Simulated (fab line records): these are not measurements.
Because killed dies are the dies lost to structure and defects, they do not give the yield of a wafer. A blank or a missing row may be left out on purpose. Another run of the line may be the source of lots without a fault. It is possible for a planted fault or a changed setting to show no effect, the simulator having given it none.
fab line records | flow nand-harc
record: lots: 5 | wafers: 15 | last-day: 25
route steps=1159 shown P_M1@299 P_M2@318 END@1159
lots that met no fault: from a run of the same line without faults
start-h: hours from the record's first day to the start of the lot's first wafer shown | wait-h: hours from the lot's prior step to this one | " unchanged from the row above | L1.1+2: several wafers, shown together as one row | - no value, or no start given | * or withheld: withheld | < > ~ a bound
route shown NAME@n: NAME is a module with steps in the file, n the number in the route of the first one | usual: the fault-free wafers' mean and standard deviation | same: alike in all rows | chamber/n: place in a boat | sites: readings site by site | _std_site: standard deviation of those values | _edge_site: outer sites' mean less inner sites' | radius-mm: how far each site lies from the wafer's centre | mask NAME#n: copy n | behind: the last tool/chamber to shape the wafer | hold: reason for holding the lot/hours on hold/outcome of the hold | device: the n, p or np transistor that did not switch | end of line: tests of these same wafers at the route's end | a step with no rows: only its recipe | killed: count of dies lost to structure and defects at first sort (not the wafer's yield) | map: the dies of a wafer, with x for killed, . for not killed, _ for no die there
set.NAME: the setting that was run; set.NAME@STEP: the one run at that earlier step | model.NAME: the simulator's own value behind a step, which no gauge read
a table for each step, a row for each wafer; lots at some steps of the route
services: a tool's chamber out of use, with start hour (start-h, from the record's first day; less than 0 if before it), hours out, and reason
== steps ==
step: NHARC_P_M1_ETCH_35
recipe: target-depth-a: 400 | overetch-a: 120 | time-s: 43.94 | ion-energy-ev: 200 | n2-flow-sccm: 150 | h2-flow-sccm: 150 | ar-flow-sccm: 0 | rf-w: 400 | bias-w: 150 | chemistry: N2/H2
step: NHARC_P_M1_ETCH_15
recipe: target-depth-a: 1825 | time-s: 91.2 | c4f8-flow-sccm: withheld | ar-flow-sccm: 400 | rf-w: 600 | bias-w: 300 | chemistry: C4F8/Ar
step: NHARC_P_M1_CD_MEAS_16
usual: cd-nm: 129.9/0.59
lot.wafer | tool      | chamber | start-h | wait-h | cd-nm
L913.1    | cd-sem-03 | -       | 189.06  | -      | 130.0
L913.3    | "         | -       | "       | "      | 128.9
L913.6    | "         | -       | "       | "      | 129.8
L917.1    | cd-sem-01 | -       | 199.36  | -      | 129.5
L917.2    | "         | -       | "       | "      | 129.8
L917.3    | "         | -       | "       | "      | 130.3
L919.2    | cd-sem-02 | -       | 222.09  | -      | 129.5
L919.4    | "         | -       | "       | "      | 130.1
L919.5    | "         | -       | "       | "      | 129.3
L925.1    | cd-sem-01 | -       | 243.46  | -      | 129.2
L925.3    | "         | -       | "       | "      | 130.3
L925.5    | "         | -       | "       | "      | 130.5
L927.3    | cd-sem-03 | -       | 257.24  | -      | 130.2
L927.4    | "         | -       | "       | "      | 130.1
L927.5    | "         | -       | "       | "      | 129.8
step: NHARC_P_M1_STRIP_18
recipe: power-w: 1000 | n2-flow-sccm: 150 | h2-flow-sccm: 150 | ar-flow-sccm: 0 | bias-w: 0 | chemistry: N2/H2
usual: drypump-motor-current-A: 5.7/0.44 | oes-product-au: 0.999/0.0084 | power-w: 1000/3.2 | rf-vpp-V: 90.8/1 | showerhead-plenum-p-Torr: 2.06/0.089 | throttle-valve-pct: 14.171/0.0091
lot.wafer | tool        | chamber | start-h | wait-h | drypump-motor-current-A | oes-product-au | power-w | rf-hours-counter-h | rf-vpp-V | showerhead-plenum-p-Torr | throttle-valve-pct
L913.3    | rie-diel-07 | 0       | 189.13  | 0.1    | 6.3                     | 0.999          | 1001    | 2.8                | 91.4     | 2.06                     | 14.177
L913.1    | "           | 1       | "       | "      | 6.3                     | 1.007          | 1005    | 2.9                | 89.4     | 1.98                     | 14.174
L913.6    | "           | 0       | "       | "      | 6.2                     | 0.993          | 996     | -                  | 90.1     | 2.06                     | 14.174
L917.2    | rie-diel-07 | 3       | 199.43  | 0.1    | 5.8                     | 1.003          | 998     | 3.0                | 89.9     | 2.06                     | 14.180
L917.1    | "           | 1       | "       | "      | 6.3                     | 1.013          | 1003    | 3.2                | 89.4     | 1.98                     | 14.189
L917.3    | "           | 2       | "       | "      | 5.1                     | 1.000          | 1002    | 3.1                | 91.3     | 2.13                     | 14.172
L919.4    | rie-diel-01 | 2       | 222.19  | 0.1    | 5.3                     | 0.999          | 998     | 2.6                | 92.0     | 2.21                     | 14.168
L919.2    | "           | 3       | "       | "      | 5.4                     | 1.002          | 1001    | 4.8                | 89.8     | 2.07                     | 14.183
L919.5    | "           | 1       | "       | "      | 5.4                     | 1.001          | 1002    | -                  | 91.2     | 2.06                     | 14.170
L925.1    | rie-diel-12 | 0       | 243.56  | 0.1    | 6.1                     | 0.991          | 1003    | 1.6                | 91.4     | 2.02                     | 14.156
L925.3    | "           | 1       | "       | "      | 5.5                     | 0.990          | 995     | 1.4                | 89.3     | 1.94                     | 14.164
L925.5    | "           | 3       | "       | "      | 6.1                     | 0.993          | 1003    | -                  | 90.0     | 1.90                     | 14.173
L927.3    | rie-diel-07 | 2       | 257.38  | 0.1    | 5.1                     | 1.001          | 998     | 0.5                | 91.2     | 2.13                     | 14.161
L927.5    | "           | 3       | "       | "      | 5.7                     | 1.011          | 1000    | -                  | 91.2     | 2.06                     | 14.157
L927.4    | "           | 1       | "       | "      | 6.3                     | 1.002          | 1001    | -                  | 89.8     | 1.98                     | 14.157
step: NHARC_P_M1_ETCH_28
recipe: target-depth-a: 300 | over-etch-frac: 0.3 | time-s: 72.99 | ion-energy-ev: 150 | cf4-flow-sccm: 50 | n2-flow-sccm: 100 | ar-flow-sccm: 150 | rf-w: 300 | bias-w: 100 | chemistry: CF4/N2
step: NHARC_P_M1_STRIP_19
recipe: time-s: 600 | temp-c: 30 | chemistry: post-etch-residue-remover
step: NHARC_P_M1_DEGAS_29
recipe: temp-c: 250 | time-s: 60
step: NHARC_P_M1_PRE_CLEAN_30
recipe: time-s: 30 | temp-c: 280 | gas: H2/He
step: NHARC_P_M1_PVD_20
recipe: target-thk-a: 50 | bias-v: 168.6 | power-w: 15000 | chamber-pressure-pa: 0.12 | time-s: 8.06 | substrate-temp-c: 50 | material: TaN
usual: throttle-valve-pct: 29.7/0.79
lot.wafer | tool           | chamber | start-h | wait-h | throttle-valve-pct
L913.1    | pvd-sputter-01 | -       | -       | -      | 30.1
L913.3    | "              | -       | "       | "      | 29.1
L913.6    | "              | -       | "       | "      | 29.9
L917.2    | pvd-sputter-01 | -       | -       | -      | 30.1
L917.1    | "              | -       | "       | "      | 30.2
L917.3    | "              | -       | "       | "      | 29.2
L919.4    | pvd-sputter-01 | -       | -       | -      | 29.2
L919.2    | "              | -       | "       | "      | 30.3
L919.5    | "              | -       | "       | "      | 29.1
L925.1    | pvd-sputter-01 | -       | -       | -      | 29.8
L925.3    | "              | -       | "       | "      | 30.2
L925.5    | "              | -       | "       | "      | 30.0
L927.4    | pvd-sputter-01 | -       | -       | -      | 29.9
L927.3    | "              | -       | "       | "      | 30.4
L927.5    | "              | -       | "       | "      | 29.1
step: NHARC_P_M1_PVD_21
recipe: target-thk-a: 300 | chamber-pressure-pa: 5 | power-w: 5000 | substrate-temp-c: 30 | time-s: 20.49 | material: Cu
usual: throttle-valve-pct: 29.6/0.81
lot.wafer | tool           | chamber | start-h | wait-h | throttle-valve-pct
L913.3    | pvd-sputter-01 | -       | -       | -      | 30.3
L913.1    | "              | -       | "       | "      | 30.1
L913.6    | "              | -       | "       | "      | 29.1
L917.1    | pvd-sputter-01 | -       | -       | -      | 29.6
L917.2    | "              | -       | "       | "      | 30.0
L917.3    | "              | -       | "       | "      | 30.1
L919.4    | pvd-sputter-01 | -       | -       | -      | 29.3
L919.2    | "              | -       | "       | "      | 29.5
L919.5    | "              | -       | "       | "      | 29.2
L925.3    | pvd-sputter-01 | -       | -       | -      | 29.3
L925.1    | "              | -       | "       | "      | 30.1
L925.5    | "              | -       | "       | "      | 30.4
L927.4    | pvd-sputter-01 | -       | -       | -      | 30.2
L927.3    | "              | -       | "       | "      | 30.2
L927.5    | "              | -       | "       | "      | 30.0
step: NHARC_P_M1_ECD_22
recipe: target-thk-a: 4000 | bath-temp-c: 25 | material: Cu
step: NHARC_P_M1_ANNEAL_31
recipe: temp-c: 225 | time-s: 90
step: NHARC_P_M1_CMP_23
recipe: t-overpolish-s: 20 | target-thk-nm: 157.82
usual: motor-current-A: 12.0/1.2 | time-to-endpoint-s: 28.9/1.7
same: t-overpolish-s: 20
lot.wafer | tool   | chamber | start-h | wait-h | motor-current-A | time-to-endpoint-s
L913.3    | cmp-01 | 3       | 190.92  | -      | 11.1            | 27.3
L913.1    | "      | 0       | "       | "      | 10.4            | 27.3
L913.6    | "      | 1       | "       | "      | 13.3            | 31.1
L917.3    | cmp-04 | 1       | 201.24  | -      | 11.4            | 26.6
L917.2    | "      | 2       | "       | "      | 11.5            | 29.3
L917.1    | "      | 3       | "       | "      | 13.2            | 29.8
L919.4    | cmp-04 | 2       | 224.70  | -      | 11.2            | 30.7
L919.2    | "      | 0       | "       | "      | 11.9            | 29.6
L919.5    | "      | 3       | "       | "      | 13.1            | 32.5
L925.1    | cmp-04 | 1       | 245.26  | -      | 10.2            | 29.1
L925.3    | "      | 2       | "       | "      | 11.1            | 29.3
L925.5    | "      | 2       | "       | "      | 11.0            | 30.4
L927.4    | cmp-04 | 1       | 259.10  | -      | 11.5            | 29.1
L927.3    | "      | 3       | "       | "      | 13.1            | 32.7
L927.5    | "      | 1       | "       | "      | 10.5            | 32.0
step: NHARC_P_M1_THK_MEAS_24
recipe: thk-meas-gauge: xrf
usual: thk-nm: 157.7/1.5
lot.wafer | tool          | chamber | start-h | wait-h | thk-nm
L913.1    | film-metro-01 | -       | 191.18  | -      | 154.7
L913.3    | "             | -       | "       | "      | 157.1
L913.6    | "             | -       | "       | "      | 155.6
L917.1    | film-metro-02 | -       | 201.52  | -      | 158.0
L917.2    | "             | -       | "       | "      | 156.3
L917.3    | "             | -       | "       | "      | 157.9
L919.2    | film-metro-01 | -       | 225.02  | -      | 158.1
L919.4    | "             | -       | "       | "      | 155.8
L919.5    | "             | -       | "       | "      | 159.1
L925.1    | film-metro-02 | -       | 245.57  | -      | 156.6
L925.3    | "             | -       | "       | "      | 157.4
L925.5    | "             | -       | "       | "      | 158.6
L927.3    | film-metro-02 | -       | 259.43  | -      | 156.6
L927.4    | "             | -       | "       | "      | 156.8
L927.5    | "             | -       | "       | "      | 157.4
step: NHARC_P_M1_SRD_25
step: NHARC_P_M1_INSPECT_27
usual: raw-defect-count: 308/150
lot.wafer | tool              | chamber | start-h | wait-h | raw-defect-count
L913.1    | defect-inspect-02 | -       | 191.33  | 0.0    | 521
L913.3    | "                 | -       | "       | "      | 342
L913.6    | "                 | -       | "       | "      | 1734
L917.1    | defect-inspect-02 | -       | 201.68  | 0.0    | 367
L917.2    | "                 | -       | "       | "      | 322
L917.3    | "                 | -       | "       | "      | 266
L919.2    | defect-inspect-01 | -       | 225.18  | 0.0    | 225
L919.4    | "                 | -       | "       | "      | 131
L919.5    | "                 | -       | "       | "      | 118
L925.1    | defect-inspect-01 | -       | 245.73  | 0.0    | 440
L925.3    | "                 | -       | "       | "      | 522
L925.5    | "                 | -       | "       | "      | 338
L927.3    | defect-inspect-01 | -       | 259.58  | 0.0    | 208
L927.4    | "                 | -       | "       | "      | 197
L927.5    | "                 | -       | "       | "      | 277
step: NHARC_P_M1_PRE_CLEAN_32
recipe: time-s: 12 | temp-c: 370 | rf-power-w: 300 | gas: NH3
step: NHARC_P_M1_DEP_33
recipe: target-thk-a: 300 | temp-c: 370 | target-thk-nm: 30 | pressure-torr: 3 | flow-sccm: 200 | rf-w: 450 | material: SiCN
usual: heater-power-w: 601/54
lot.wafer | tool     | chamber | start-h | wait-h | heater-power-w
L913.1    | pecvd-04 | 2       | 191.48  | 0.1    | 662
L913.3    | "        | 0       | "       | "      | 676
L913.6    | "        | 1       | "       | "      | 677
L917.3    | pecvd-02 | 1       | 201.99  | 0.1    | 580
L917.1    | "        | 2       | "       | "      | 655
L917.2    | "        | 0       | "       | "      | 518
L919.2    | pecvd-04 | 2       | 225.37  | 0.1    | 594
L919.4    | "        | 1       | "       | "      | 544
L919.5    | "        | 0       | "       | "      | 597
L925.1    | pecvd-04 | 0       | 245.88  | 0.1    | 643
L925.3    | "        | 1       | "       | "      | 586
L925.5    | "        | 1       | "       | "      | 609
L927.3    | pecvd-02 | 0       | 259.73  | 0.1    | 595
L927.4    | "        | 0       | "       | "      | 602
L927.5    | "        | 1       | "       | "      | 549
step: NHARC_P_M2_DEP_00
recipe: target-thk-a: 1825 | target-thk-nm: 182.5 | temp-c: withheld | pressure-torr: 5 | flow-sccm: 200 | rf-w: 600 | material: SiOC
step: NHARC_P_M2_DEHYDRATE_01
recipe: temp-c: 150 | time-s: 120
step: NHARC_P_M2_HMDS_02
recipe: time-s: 30
step: NHARC_P_M2_COAT_34
recipe: temp-c: 200 | time-s: 65
step: NHARC_P_M2_COAT_03
recipe: spin-rpm: 1500 | resist-thk-nm: 90
step: NHARC_P_M2_SOFTBAKE_04
recipe: temp-c: 105 | time-s: 55
step: NHARC_P_M2_EBR_05
step: NHARC_P_M2_EXPOSE_06
recipe: na: 1.35 | target-cd-nm: 170 | dose-mj: 80.78 | mask-id: P_M2
step: NHARC_P_M2_PEB_07
recipe: peb-temp-c: 100 | peb-time-s: 65
step: NHARC_P_M2_DEVELOP_08
recipe: develop-time-s: 35 | dev-temp-c: 23
step: NHARC_P_M2_CD_MEAS_09
recipe: target-cd-nm: 170 | landing-energy-ev: 500
usual: cd-nm: 170.3/0.49
lot.wafer | tool      | chamber | start-h | wait-h | cd-nm
L913.1    | cd-sem-03 | 0       | 192.73  | -      | 170.2
L913.3    | "         | 0       | "       | "      | 171.2
L913.6    | "         | 0       | "       | "      | 170.4
L917.1    | cd-sem-03 | 0       | 203.24  | -      | 170.2
L917.2    | "         | 0       | "       | "      | 170.0
L917.3    | "         | 0       | "       | "      | 170.3
L919.2    | cd-sem-03 | 0       | 226.60  | -      | 169.7
L919.4    | "         | 0       | "       | "      | 170.4
L919.5    | "         | 0       | "       | "      | 171.2
L925.1    | cd-sem-01 | 0       | 247.11  | -      | 169.2
L925.3    | "         | 0       | "       | "      | 170.3
L925.5    | "         | 0       | "       | "      | 170.1
L927.3    | cd-sem-02 | 0       | 260.99  | -      | 170.3
L927.4    | "         | 0       | "       | "      | 170.9
L927.5    | "         | 0       | "       | "      | 170.6
step: NHARC_P_M2_OVL_MEAS_10
recipe: pitch-nm: 340
usual: overlay-x-nm: 0.4/0.9 | overlay-y-nm: 0.0/0.77
lot.wafer | tool       | chamber | start-h | wait-h | overlay-x-nm | overlay-y-nm
L913.1    | overlay-01 | -       | 192.81  | -      | 2.3          | 1.1
L913.3    | "          | -       | "       | "      | 2.2          | 1.8
L913.6    | "          | -       | "       | "      | 2.0          | 0.8
L917.1    | overlay-02 | -       | 203.33  | -      | 0.3          | 0.1
L917.2    | "          | -       | "       | "      | 0.1          | 0.6
L917.3    | "          | -       | "       | "      | 0.8          | 0.5
L919.2    | overlay-02 | -       | 226.68  | -      | 2.3          | -1.1
L919.4    | "          | -       | "       | "      | 1.8          | -1.3
L919.5    | "          | -       | "       | "      | 2.5          | -1.3
L925.1    | overlay-02 | -       | 247.20  | -      | -0.7         | 0.3
L925.3    | "          | -       | "       | "      | -0.8         | 0.8
L925.5    | "          | -       | "       | "      | -0.8         | 1.2
L927.3    | overlay-02 | -       | 261.08  | -      | 2.4          | -1.0
L927.4    | "          | -       | "       | "      | 2.0          | -0.6
L927.5    | "          | -       | "       | "      | 2.1          | -0.5
step: NHARC_P_M2_INSPECT_11
usual: raw-defect-count: 4.4/2.4
lot.wafer | tool              | chamber | start-h | wait-h | raw-defect-count
L913.1    | defect-inspect-01 | -       | 192.85  | 0.0    | 3
L913.3    | "                 | -       | "       | "      | 3
L913.6    | "                 | -       | "       | "      | 1389
L917.1    | defect-inspect-01 | -       | 203.37  | 0.0    | 5
L917.2    | "                 | -       | "       | "      | 2
L917.3    | "                 | -       | "       | "      | 5
L919.2    | defect-inspect-02 | -       | 226.73  | 0.1    | 4
L919.4    | "                 | -       | "       | "      | 3
L919.5    | "                 | -       | "       | "      | 3
L925.1    | defect-inspect-01 | -       | 247.23  | 0.0    | 13
L925.3    | "                 | -       | "       | "      | 2
L925.5    | "                 | -       | "       | "      | 1
L927.3    | defect-inspect-02 | -       | 261.11  | 0.0    | 2
L927.4    | "                 | -       | "       | "      | 1
L927.5    | "                 | -       | "       | "      | 7
step: NHARC_P_M2_DESCUM_14
recipe: time-s: 3 | o2-flow-sccm: 200 | ar-flow-sccm: 0 | bias-power-w: 0 | chemistry: O2
usual: drypump-motor-current-A: 5.6/0.5 | oes-product-au: 1.003/0.0072 | rf-vpp-V: 57.9/0.91 | showerhead-plenum-p-Torr: 1.92/0.068 | throttle-valve-pct: 11.310/0.0088
lot.wafer | tool        | chamber | start-h | wait-h | drypump-motor-current-A | oes-product-au | rf-hours-counter-h | rf-vpp-V | showerhead-plenum-p-Torr | throttle-valve-pct
L913.1    | rie-diel-06 | 0       | 192.91  | 0.1    | 4.8                     | 0.991          | 4                  | 58.5     | 1.92                     | 11.305
L913.3    | "           | 3       | "       | "      | 5.3                     | 1.004          | 4                  | 56.6     | 1.94                     | 11.288
L913.6    | "           | 0       | "       | "      | 4.7                     | 1.011          | -                  | 59.4     | 1.92                     | 11.305
L917.3    | rie-diel-06 | 3       | 203.43  | 0.1    | 5.4                     | 0.994          | 4                  | 57.3     | 1.94                     | 11.309
L917.2    | "           | 0       | "       | "      | 4.8                     | 1.010          | 5                  | 59.1     | 1.92                     | 11.312
L917.1    | "           | 2       | "       | "      | 6.3                     | 1.010          | 4                  | 58.1     | 1.90                     | 11.306
L919.4    | rie-diel-06 | 3       | 226.79  | 0.1    | 5.4                     | 1.001          | 5                  | 59.1     | 1.94                     | 11.307
L919.2    | "           | 2       | "       | "      | 6.3                     | 1.005          | 4                  | 57.3     | 1.90                     | 11.319
L919.5    | "           | 3       | "       | "      | 5.4                     | 1.001          | -                  | 57.5     | 1.94                     | 11.319
L925.1    | rie-diel-03 | 3       | 247.29  | 0.1    | 6.4                     | 1.007          | 4                  | 58.2     | 1.99                     | 11.296
L925.3    | "           | 0       | "       | "      | 5.4                     | 0.998          | 3                  | 57.6     | 1.81                     | 11.305
L925.5    | "           | 0       | "       | "      | 5.4                     | 0.997          | -                  | 56.4     | 1.81                     | 11.316
L927.4    | rie-diel-03 | 1       | 261.18  | 0.1    | 5.6                     | 1.003          | 5                  | 57.8     | 2.05                     | 11.322
L927.3    | "           | 2       | "       | "      | 5.4                     | 0.990          | 5                  | 56.7     | 1.99                     | 11.322
L927.5    | "           | 0       | "       | "      | 5.4                     | 0.999          | -                  | 57.9     | 1.80                     | 11.289
step: NHARC_END_SORT_01
recipe: temp-c: 25
usual: defect-limited-yield: 95.7/1.5 | killed-at-array: 25/9.8 | killed-at-other: 0.8/1.1 | killed-at-periphery: 3.3/2.1 | killed-dies: 29/10 | killed-open: 3.3/1.8 | killed-short: 1.9/1.4 | sort_bin_2_pct: 1.3/0.6 | sort_bin_3_pct: 0.25/0.23 | sort_bin_4_pct: 2.8/0.97 | sort-n-pass: 648/10 | sort-rim-yield-pct: 95/3.2 | sort-yield-pct: 95.7/1.5
same: gross-dies: 677 | sort_bin_5_pct[%]: 0 | sort_bin_6_pct[%]: 0 | sort_bin_7_pct[%]: 0 | sort_bin_8_pct[%]: 0 | sort-rim-n-gross: 106.00
lot.wafer | tool      | chamber | start-h | wait-h | defect-limited-yield[%] | killed-at-array | killed-at-other | killed-at-periphery | killed-dies | killed-open | killed-short | sort_bin_2_pct[%] | sort_bin_3_pct[%] | sort_bin_4_pct[%] | sort-n-pass | sort-rim-yield-pct[%] | sort-yield-pct[%]
L913.6    | prober-02 | 0       | 513.84  | 4.0    | 12.7                    | 20              | 1               | 570                 | 591         | 2           | 2            | 40.3              | 9.90              | 37.1              | 86          | 15                    | 12.7
L917.1    | prober-02 | 0       | 540.42  | 2.5    | 95.7                    | 28              | 0               | 1                   | 29          | 1           | 2            | 1.3               | 0.30              | 2.7               | 648         | 92                    | 95.7
L917.2    | prober-02 | 0       | 541.22  | 2.8    | 95.0                    | 32              | 0               | 2                   | 34          | 4           | 1            | 2.2               | 0.30              | 2.5               | 643         | 97                    | 95.0
L917.3    | prober-02 | 0       | 542.03  | 3.1    | 93.4                    | 44              | 0               | 1                   | 45          | 2           | 3            | 1.9               | 0.74              | 4.0               | 632         | 92                    | 93.4
L927.3    | prober-01 | 0       | 588.75  | 3.1    | 97.3                    | 16              | 0               | 2                   | 18          | 5           | 0            | 0.6               | 0                 | 2.1               | 659         | 98                    | 97.3
L927.4    | prober-01 | 0       | 589.54  | 3.4    | 98.5                    | 8               | 0               | 2                   | 10          | 3           | 1            | 0.4               | 0                 | 1.0               | 667         | 98                    | 98.5
L927.5    | prober-01 | 0       | 590.33  | 3.7    | 96.0                    | 21              | 0               | 6                   | 27          | 7           | 3            | 1.9               | 0.15              | 1.9               | 650         | 96                    | 96.0
killed by level:class
L913.6 P_M1:unspecified=567 A_CHANNEL_HOLE_D1:chamber-film-flake=8 A_SLIT:chamber-film-flake=8 P_GATE:geometric-particle:open=1 P_M1:geometric-particle:open=1 A_CHANNEL_HOLE_D1:geometric-particle:short=1 STARTING-WAFER:geometric-particle:short=1 P_STI:chamber-film-flake=1
L917.1 A_SLIT:chamber-film-flake=9 A_STAIRCASE:chamber-film-flake=7 A_CONTACT:chamber-film-flake=6 A_CHANNEL_HOLE_D1:chamber-film-flake=4 P_M0:geometric-particle:short=1 A_SGD_CUT:geometric-particle:open=1 A_CONTACT:geometric-particle:short=1
L917.2 A_SLIT:chamber-film-flake=11 A_STAIRCASE:chamber-film-flake=6 A_CONTACT:chamber-film-flake=6 A_CHANNEL_HOLE_D1:chamber-film-flake=5 P_GATE:geometric-particle:open=1 A_ONON_D1:geometric-particle:short=1 A_ONON_D1:geometric-particle:open=1 A_CHANNEL_FILL_D1:geometric-particle:open=1
L917.3 A_SLIT:chamber-film-flake=12 A_STAIRCASE:chamber-film-flake=11 A_CHANNEL_HOLE_D1:chamber-film-flake=8 A_CONTACT:chamber-film-flake=7 A_WL_FILL:geometric-particle:short=2 P_GATE:geometric-particle:open=1 A_CONTACT:geometric-particle:open=1 A_CONTACT:geometric-particle:short=1
L927.3 A_CHANNEL_HOLE_D1:chamber-film-flake=11 P_CONTACT:geometric-particle:open=1 P_M0:geometric-particle:open=1 A_ONON_D1:geometric-particle:open=1 A_CHANNEL_HOLE_D1:geometric-particle:open=1 A_CHANNEL_FILL_D1:geometric-particle:open=1 A_SLIT:chamber-film-flake=1 A_CONTACT:chamber-film-flake=1
L927.4 A_STAIRCASE:chamber-film-flake=2 A_CONTACT:chamber-film-flake=2 P_GATE:geometric-particle:open=1 A_CHANNEL_FILL_D1:geometric-particle:open=1 A_BLC:geometric-particle:short=1 A_M0:geometric-particle:open=1 P_M2:chamber-film-flake=1 A_CHANNEL_HOLE_D1:chamber-film-flake=1
L927.5 A_CHANNEL_HOLE_D1:chamber-film-flake=8 A_CONTACT:chamber-film-flake=5 P_GATE:geometric-particle:open=2 A_WL_FILL:geometric-particle:open=2 A_CONTACT:geometric-particle:open=2 P_CONTACT:geometric-particle:open=1 A_ONON_D1:geometric-particle:short=1 A_WL_FILL:geometric-particle:short=1
map L913.6 (x killed, . not)
____________x____________
_________.xxxx.x_________
_______xxxx.xxxx.x_______
______x.xxxxxxxxxxx______
_____xxxxxxxx.x.x.xx_____
____xx..xxxxx.xx.xxxx____
____xxxxxxxxx.xx.xxxx____
___xxxxxxxxxx.xxxxxxxx___
___xxxxxxxxxxx.xxxxxxx___
__xxx.xxxxxxxxxx.xxxxxx__
__xxxxx.xxxxxxxxxxxx.xx__
_xxxxxxxxxxxxxxxx.xxx.xx_
_x.xxxx.xxxxxxxxxxxx.xxx_
_xxxxx.xxxxxxx.x.xxxxxxx_
_xx.xxxxxx..xx..xxxxxxx._
_x.xxxx.xxxxxxxxxxxxxxx._
xxxx.xx.xxx.xxxxxxx.x.xxx
xx.xxx.xxxxxxxxx.xxxxxx.x
.xxx.xxxxxxxxxxxxxxxxxxxx
xxx.xxxx.xxxxxxxx.x.xxxxx
xxxxxxx..xxxxxxxxxxxxxxx.
_.xxxxx.xxxxxxxxxx.xxxxx_
_xxxxx.x.xxxxxx.xxxx.xxx_
_xxxxxxxxxxxxxxxxxxxxxx._
_x.xxxxxxxxxxx.xxxxxxxxx_
_xxxxxx.xxxxxxx.xxxxxxxx_
__xxxx.xxxxxx.xxx.xxxx.__
__xxxxxxxxxxxxxxxxxx.xx__
___xxxxx.xxxx.xxxxxxxx___
___xx.xxxxxxxxxx.xxxxx___
____.x.xxxxxxxxxxxxxx____
____x.xxxxxxxxxxxx.xx____
_____x.xxxxxxxxxxxxx_____
______.xx.x.xxxxxxx______
_______xxxxxxx.x.x_______
_________xxxxxxx_________
____________x____________
map L927.5 (x killed, . not)
____________.____________
_________......._________
_______..........._______
______.............______
_____..............._____
____.................____
____......x..........____
___...................___
___...................___
__........x............__
__...............x.....__
_......................._
_..x...................._
_......................._
_...................x..._
_...x..........x........_
.........................
..................x.x....
.........................
.....................x...
..x..................x..x
_..................x...._
_..x.................x.._
_..x...................._
_.xx..............x....._
_x.x...................._
__.....................__
__..x..................__
___...................___
___.......x...........___
____.................____
____...............x.____
_____..............._____
______.............______
_______......x...._______
_________....x.._________
____________.____________
== services ==
tool        | chamber | start-h | hours | kind
rie-diel-03 | -       | 166.74  | 1.7   | repair
rie-diel-06 | 0       | 171.21  | -     | clean
rie-diel-06 | 1       | 171.21  | -     | clean
rie-diel-06 | 2       | 171.21  | -     | clean
rie-diel-06 | 3       | 171.21  | -     | clean
rie-diel-12 | -       | 174.62  | 0.3   | repair
cmp-01      | -       | 179.50  | 4.0   | pm
rie-diel-07 | 0       | 182.70  | -     | clean
rie-diel-07 | 1       | 182.70  | -     | clean
rie-diel-01 | 2       | 184.30  | 15.7  | repair
rie-diel-06 | 1       | 190.10  | 4.3   | repair
pecvd-04    | -       | 195.95  | 13.0  | pm
rie-diel-12 | 0       | 197.91  | 6.5   | repair
rie-diel-12 | -       | 202.78  | 9.0   | pm
rie-diel-07 | 0       | 203.53  | 69.7  | repair
cmp-04      | -       | 203.95  | 4.0   | pm
cmp-04      | -       | 207.95  | -     | consumable-replace:conditioner
cmp-04      | -       | 207.95  | -     | consumable-replace:pad
cmp-01      | -       | 214.97  | 20.2  | repair
rie-diel-03 | -       | 215.33  | 9.0   | pm
rie-diel-07 | -       | 228.20  | 9.0   | pm
pecvd-04    | 2       | 229.12  | 7.9   | repair
rie-diel-06 | -       | 241.20  | 9.0   | pm
cmp-01      | -       | 254.26  | 0.6   | repair
== key ==
first-sign: step: NHARC_P_M1_INSPECT_27 | reading: raw-defect-count | direction: up | sigmas: 9.5 | usual: 308 | struck: 1734
effect: step: NHARC_P_M2_INSPECT_11 | reading: raw-defect-count | direction: up | sigmas: 99+ | usual: 4.4 | struck: 1389
effect: step: NHARC_END_SORT_01 | reading: killed-at-periphery | direction: up | sigmas: 99+ | usual: 3.3 | struck: 570
more-kills-born-at: NHARC_P_M1_CMP_23@cmp-01: 567
met-at NHARC_P_M1_CMP_23
struck-wafers L913.6
fault: kind: chamber-particle-source | tool: cmp-01 | chamber: 1 | onset-h: 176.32 | steps: NHARC_P_M1_CMP_23 | rate-per-visit-cm2: 2.0648 | end-h: 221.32
